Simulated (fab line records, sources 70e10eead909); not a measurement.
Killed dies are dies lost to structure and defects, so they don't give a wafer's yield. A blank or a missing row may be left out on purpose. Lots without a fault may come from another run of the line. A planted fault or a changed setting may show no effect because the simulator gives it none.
Which tool did it? | flow nand_harc | 10 lots, 30 wafers sampled, at 5 steps of a route of 1302

WHAT THE GAUGES READ, wafer by wafer
NHARC_END_SORT_01. Usual: killed_at_array 56, standard deviation 20; killed_at_other 1, standard deviation 1.3; killed_at_periphery 3.5, standard deviation 2.7; killed_dies 60, standard deviation 20; killed_open 3.3, standard deviation 1.6; killed_short 2.4, standard deviation 1.5.
lot  | measured     | on        | killed_at_array | killed_at_other | killed_at_periphery | killed_dies | killed_open | killed_short | flag
L523 | day 28 00:50 | prober-02 | 53 674 50       | 1 0 0           | 4 3 1               | 58 677 51   | 1 4 1       | 3 4 3        | OFF
L525 | day 28 07:12 | prober-01 | 67 675 62       | 0 0 0           | 1 1 3               | 68 676 65   | 2 1 4       | 3 3 4        | OFF

WHICH TOOL RAN EACH LOT (tool, then ch and the chambers of the sampled wafers, then the start)
lot  | NHARC_A_CONTACT_ETCH_30                       | NHARC_A_CONTACT_ETCH_31                       | NHARC_A_CONTACT_ETCH_110           | NHARC_A_CONTACT_ALD_18
L517 | rie_diel-07 ch 0,1,2, day 23 04:56 or earlier | rie_diel-07 ch 0,2,3, day 23 04:56 or earlier | rie_diel-07 ch 0,2,3, day 23 04:56 | ald_metal-04 ch 0,1,2, day 23 05:37
L516 | rie_diel-07 ch 0,1, day 23 06:01 or earlier   | rie_diel-07 ch 0,2, day 23 06:01 or earlier   | rie_diel-01 ch 0,1, day 23 06:01   | ald_metal-02 ch 0,2,3, day 23 06:41
L518 | rie_diel-07 ch 2,3, day 24 09:17 or earlier   | rie_diel-07 ch 2,3, day 24 09:17 or earlier   | rie_diel-04 ch 0,1, day 24 09:17   | ald_metal-02 ch 1,2,3, day 24 09:55
L520 | rie_diel-07 ch 0,1,3, day 24 21:43 or earlier | rie_diel-07 ch 2,3, day 24 21:43 or earlier   | rie_diel-07 ch 0,1,3, day 24 21:43 | ald_metal-02 ch 0,1,3, day 24 22:22
L523 | rie_diel-07 ch 0,1,3, day 25 19:56 or earlier | rie_diel-07 ch 0,2, day 25 19:56 or earlier   | rie_diel-07 ch 1,2, day 25 19:56   | ald_metal-02 ch 0,1, day 25 20:35
L525 | rie_diel-07 ch 1,2,3, day 26 08:28 or earlier | rie_diel-07 ch 1,2,3, day 26 08:28 or earlier | rie_diel-07 ch 0,2,3, day 26 08:28 | ald_metal-03 ch 0,1,3, day 26 09:08
L533 | rie_diel-07 ch 2,3, day 30 06:08 or earlier   | rie_diel-07 ch 2,3, day 30 06:08 or earlier   | rie_diel-04 ch 0,2,3, day 30 06:08 | ald_metal-03 ch 0,1,3, day 30 06:55
L534 | rie_diel-01 ch 2, day 30 05:08                | rie_diel-01 ch 0,2, day 30 05:23              | rie_diel-07 ch 0,1, day 30 08:42   | ald_metal-02 ch 2,3, day 30 09:22
L535 | rie_diel-07 ch 0,2,3, day 31 05:04 or earlier | rie_diel-07 ch 2,3, day 31 05:04 or earlier   | rie_diel-01 ch 1,2, day 31 05:04   | ald_metal-03 ch 0,1,2, day 31 05:46
L536 | rie_diel-07 ch 0,3, day 31 07:52 or earlier   | rie_diel-07 ch 0,2,3, day 31 07:52 or earlier | rie_diel-07 ch 2,3, day 31 07:52   | ald_metal-02 ch 0,3, day 31 08:34
- NHARC_A_CONTACT_ETCH_30: etches the open film in CF4/CHF3, target depth 72.6 nm, time 36.3 s.
- NHARC_A_CONTACT_ETCH_31: etches the open film in O2/COS, target depth 2800 nm, time 728 s.
- NHARC_A_CONTACT_ETCH_110: etches the open film in CF4/O2, target depth 60 nm, overetch 6 nm, time 33 s.
- NHARC_A_CONTACT_ALD_18: deposits TiN, target thk 3 nm, pulse time 1 s, ald cycles 150.

WHAT THE TOOLS THEMSELVES READ (means of the sampled wafers that have a number; where no wafer has one, the mark that the record gives instead)
NHARC_A_CONTACT_ETCH_30. Usual: bias_w 199.9 W, standard deviation 0.53; chf3_flow_sccm 29.99 sccm, standard deviation 0.094; drypump_motor_current_A 5.5 A, standard deviation 0.31; oes_product_au 0.931 a.u., standard deviation 0.012; rf_vpp_V 369.7 V, standard deviation 2; run_length_s 57.6 s, standard deviation 0.32; showerhead_plenum_p_Torr 1.55 Torr, standard deviation 0.055; throttle_valve_pct 16.803 %, standard deviation 0.0093.
lot  | tool        | bias_w (W) | chf3_flow_sccm (sccm) | drypump_motor_current_A (A) | oes_product_au (a.u.) | rf_vpp_V (V) | run_length_s (s) | showerhead_plenum_p_Torr (Torr) | throttle_valve_pct (%) | flag
L517 | rie_diel-07 | 199.8      | 29.91                 | 5.5                         | 0.938                 | 369.0        | 57.7             | 1.54                            | 16.798                 |
L516 | rie_diel-07 | 200.9      | 29.97                 | 5.5                         | 0.927                 | 368.9        | 57.4             | 1.52                            | 16.804                 |
L518 | rie_diel-07 | 199.7      | 29.96                 | 5.3                         | 0.932                 | 369.7        | 57.5             | 1.57                            | 16.804                 |
L520 | rie_diel-07 | 199.7      | 29.98                 | 5.5                         | 0.932                 | 368.7        | 57.5             | 1.53                            | 16.810                 |
L523 | rie_diel-07 | 200.0      | 30.08                 | 5.5                         | 0.925                 | 369.0        | 57.3             | 1.53                            | 16.795                 |
L525 | rie_diel-07 | 199.4      | 30.04                 | 5.3                         | 0.921                 | 370.0        | 57.6             | 1.56                            | 16.805                 |
L533 | rie_diel-07 | 199.8      | 29.93                 | 5.3                         | 0.935                 | 369.7        | 57.4             | 1.56                            | 16.807                 |
L534 | rie_diel-01 | 200.4      | 30.01                 | 5.5                         | 0.920                 | 371.4        | 57.6             | 1.58                            | 16.813                 |
L535 | rie_diel-07 | 199.9      | 30.00                 | 5.4                         | 0.929                 | 369.4        | 57.7             | 1.54                            | 16.800                 |
L536 | rie_diel-07 | 199.8      | 29.90                 | 5.6                         | 0.927                 | 368.8        | 57.5             | 1.52                            | 16.801                 |

NHARC_A_CONTACT_ETCH_31. Usual: bias_w 299.9 W, standard deviation 0.9; drypump_motor_current_A 5.5 A, standard deviation 0.32; oes_product_au 1.002 a.u., standard deviation 0.0066; rf_vpp_V 313.5 V, standard deviation 1.8; run_length_s 749.4 s, standard deviation 0.35; showerhead_plenum_p_Torr 3.08 Torr, standard deviation 0.11; throttle_valve_pct 28.330 %, standard deviation 0.0087.
lot  | tool        | bias_w (W) | drypump_motor_current_A (A) | oes_product_au (a.u.) | rf_vpp_V (V) | run_length_s (s) | showerhead_plenum_p_Torr (Torr) | throttle_valve_pct (%) | flag
L517 | rie_diel-07 | 300.0      | 5.5                         | 1.000                 | 313.8        | 749.2            | 3.07                            | 28.335                 |
L516 | rie_diel-07 | 300.4      | 5.5                         | 1.000                 | 313.3        | 749.9            | 3.08                            | 28.330                 |
L518 | rie_diel-07 | 300.1      | 5.3                         | 0.998                 | 313.3        | 749.2            | 3.11                            | 28.329                 |
L520 | rie_diel-07 | 300.4      | 5.3                         | 1.008                 | 314.5        | 749.1            | 3.11                            | 28.322                 |
L523 | rie_diel-07 | 300.4      | 5.5                         | 0.998                 | 313.3        | 749.4            | 3.08                            | 28.338                 |
L525 | rie_diel-07 | 300.1      | 5.3                         | 1.001                 | 313.2        | 749.3            | 3.08                            | 28.328                 |
L533 | rie_diel-07 | 300.1      | 5.3                         | 1.006                 | 314.7        | 749.2            | 3.10                            | 28.331                 |
L534 | rie_diel-01 | 299.5      | 5.7                         | 1.003                 | 317.4        | 749.8            | 3.28                            | 28.332                 |
L535 | rie_diel-07 | 300.4      | 5.3                         | 1.009                 | 313.9        | 749.4            | 3.11                            | 28.350                 |
L536 | rie_diel-07 | 299.6      | 5.5                         | 1.004                 | 313.0        | 749.1            | 3.06                            | 28.328                 |

NHARC_A_CONTACT_ETCH_110. Usual: bias_w 100.0 W, standard deviation 0.32; drypump_motor_current_A 5.6 A, standard deviation 0.37; oes_product_au 1.001 a.u., standard deviation 0.007; rf_vpp_V 197.4 V, standard deviation 1.2; run_length_s 54.4 s, standard deviation 0.34; showerhead_plenum_p_Torr 1.32 Torr, standard deviation 0.055; throttle_valve_pct 13.396 %, standard deviation 0.0088.
lot  | tool        | bias_w (W) | drypump_motor_current_A (A) | oes_product_au (a.u.) | rf_vpp_V (V) | run_length_s (s) | showerhead_plenum_p_Torr (Torr) | throttle_valve_pct (%) | flag
L517 | rie_diel-07 | 100.1      | 5.5                         | 1.000                 | 197.5        | 54.1             | 1.31                            | 13.386                 |
L516 | rie_diel-01 | 100.3      | 5.6                         | 0.995                 | 195.6        | 54.8             | 1.23                            | 13.402                 |
L518 | rie_diel-04 | 99.9       | 5.5                         | 0.988                 | 197.6        | 54.4             | 1.32                            | 13.400                 |
L520 | rie_diel-07 | 99.9       | 5.5                         | 1.007                 | 197.2        | 54.2             | 1.29                            | 13.400                 |
L523 | rie_diel-07 | 99.5       | 5.3                         | 1.008                 | 196.9        | 52.7             | 1.31                            | 13.395                 | OFF
L525 | rie_diel-07 | 99.7       | 5.5                         | 1.002                 | 197.3        | 52.7             | 1.31                            | 13.405                 | OFF
L533 | rie_diel-04 | 100.0      | 5.7                         | 1.002                 | 197.4        | 54.5             | 1.35                            | 13.391                 |
L534 | rie_diel-07 | 99.9       | 5.6                         | 1.004                 | 196.4        | 54.0             | 1.28                            | 13.391                 |
L535 | rie_diel-01 | 100.0      | 5.4                         | 1.001                 | 197.1        | 54.6             | 1.30                            | 13.400                 |
L536 | rie_diel-07 | 99.9       | 5.3                         | 0.999                 | 197.4        | 54.2             | 1.32                            | 13.385                 |

NHARC_A_CONTACT_ALD_18. Usual: heater_power_w 1085 W, standard deviation 130; precursor_pulse_height_rel 0.998, standard deviation 0.021.
lot  | tool         | heater_power_w (W) | precursor_pulse_height_rel | flag
L517 | ald_metal-04 | 1142               | 0.997                      |
L516 | ald_metal-02 | 1056               | 1.005                      |
L518 | ald_metal-02 | 973                | 1.015                      |
L520 | ald_metal-02 | 1030               | 0.988                      |
L523 | ald_metal-02 | 1058               | 0.998                      |
L525 | ald_metal-03 | 1076               | 0.977                      |
L533 | ald_metal-03 | 1105               | 0.995                      |
L534 | ald_metal-02 | 972                | 1.014                      |
L535 | ald_metal-03 | 1089               | 0.989                      |
L536 | ald_metal-02 | 1057               | 0.998                      |

THE ANSWER, worked out from the rows above alone
Rule: a lot is off if the mean of its wafers that have a number lies more than 3 standard deviations from the usual mean. A lot without any number at a reading at which 4 lots or more have one is off too. The other lots that the step has rows for count as sound. The gauges are gone through in route order, then the tools' own readings, and for those a lot's mean is taken as printed above. The first step at which some lot is off is used, and at that step the reading that is off furthest; a lot without a number counts as furthest.
Off: L523, L525, at NHARC_END_SORT_01 (killed_at_array). Neither off nor sound, because the step has no rows for them: L517, L516, L518, L520, L533, L534, L535, L536.
A tool fits if, at a process step before that reading, it ran every lot that is off, and no sound lot after the first of them. The gauges at NHARC_END_SORT_01 aren't tried: what is off there is off at NHARC_A_CONTACT_ETCH_110 too, on other tools, and a gauge's error can't cause that. NHARC_A_CONTACT_ETCH_30 gives no start for some lots, so the hours and the order of its lots are those of NHARC_A_CONTACT_ETCH_110. NHARC_A_CONTACT_ETCH_31 gives no start for some lots, so the hours and the order of its lots are those of NHARC_A_CONTACT_ETCH_110. One fits: rie_diel-07 at NHARC_A_CONTACT_ETCH_30 and NHARC_A_CONTACT_ETCH_31 and NHARC_A_CONTACT_ETCH_110. It ran no sound lot before its first lot that is off in this sample, so the start can't be narrowed down.

WHAT THE SIMULATOR HAD PUT IN
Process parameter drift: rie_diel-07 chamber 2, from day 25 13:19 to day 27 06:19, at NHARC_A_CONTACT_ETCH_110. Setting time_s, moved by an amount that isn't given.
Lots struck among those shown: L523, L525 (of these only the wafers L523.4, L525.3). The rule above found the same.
